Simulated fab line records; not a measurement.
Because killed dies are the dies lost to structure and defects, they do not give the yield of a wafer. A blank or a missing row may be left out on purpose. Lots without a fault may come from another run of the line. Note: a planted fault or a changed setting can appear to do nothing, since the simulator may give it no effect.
A single fault, viewed from 2 desks | flow n5-finfet | numbers are kept per desk, each desk with only its own; the story behind them comes last

## METROLOGY DESK
Means of the sampled wafers that have a number, per lot and without regard to the tool the lot ran on: this is what the gauges read. The brackets show how far a lot's mean lies from the usual mean; more than 4 standard deviations puts the lot out of limits, marked OUT. 7 of its 11 readings are shown, namely those furthest out on some lot.
Columns: A = cd-nm at N5_SD_EPI_N_CD_MEAS_09, usual 119.8 nm; B = IOFF_N at N5_BEOL_M4_RC_MEAS_101, usual 0.157 nA/um; C = IOFF_P at N5_BEOL_M4_RC_MEAS_101, usual 0.206 nA/um; D = ION_P at N5_BEOL_M4_RC_MEAS_101, usual 461 uA/um; E = SS_N at N5_BEOL_M4_RC_MEAS_101, usual 71.5 mV/dec; F = VT_N at N5_BEOL_M4_RC_MEAS_101, usual 249.9 mV; G = VT_P at N5_BEOL_M4_RC_MEAS_101, usual -250.6 mV
lot  | first seen here | A     | B     | C     | D   | E    | F     | G
L657 | day 5 01:13     | 119.0 | 0.150 | 0.185 | 455 | 71.5 | 251.9 | -253.7
L659 | day 5 13:14     | 121.6 | 0.140 | 0.189 | 456 | 71.9 | 251.1 | -252.2
L660 | day 5 23:37     | 121.2 | 0.160 | 0.214 | 466 | 71.3 | 248.8 | -248.3
L671 | day 8 15:08     | 120.3 | 0.162 | 0.198 | 459 | 71.4 | 251.0 | -252.0
Finding of this desk: none of the 4 lots has anything out of limits.

## AT THE TOOL OWNER'S DESK: arfi-scanner-01
The tool's own readings at N5_SD_EPI_N_EXPOSE_06 (exposes mask SD N BLK, target cd 120 nm): means of the sampled wafers that have a number, for each lot that ran on this tool. The brackets show how far a lot's mean lies from the usual mean; more than 4 standard deviations puts the lot out of limits, marked OUT.
Columns: A = reticle-temp-C at N5_SD_EPI_N_EXPOSE_06, usual 23.00 C
lot  | first seen here | A
L657 | day 5 01:06     | 23.00
L659 | day 5 13:07     | 23.09
L660 | day 5 23:30     | 22.96
Finding of this desk: none of the 3 lots has anything out of limits.

## BROUGHT TOGETHER
The metrology desk saw nothing out of limits.
Nothing out of limits was seen by the tool owner's desk.

## WHAT THE SIMULATOR HAD INSERTED
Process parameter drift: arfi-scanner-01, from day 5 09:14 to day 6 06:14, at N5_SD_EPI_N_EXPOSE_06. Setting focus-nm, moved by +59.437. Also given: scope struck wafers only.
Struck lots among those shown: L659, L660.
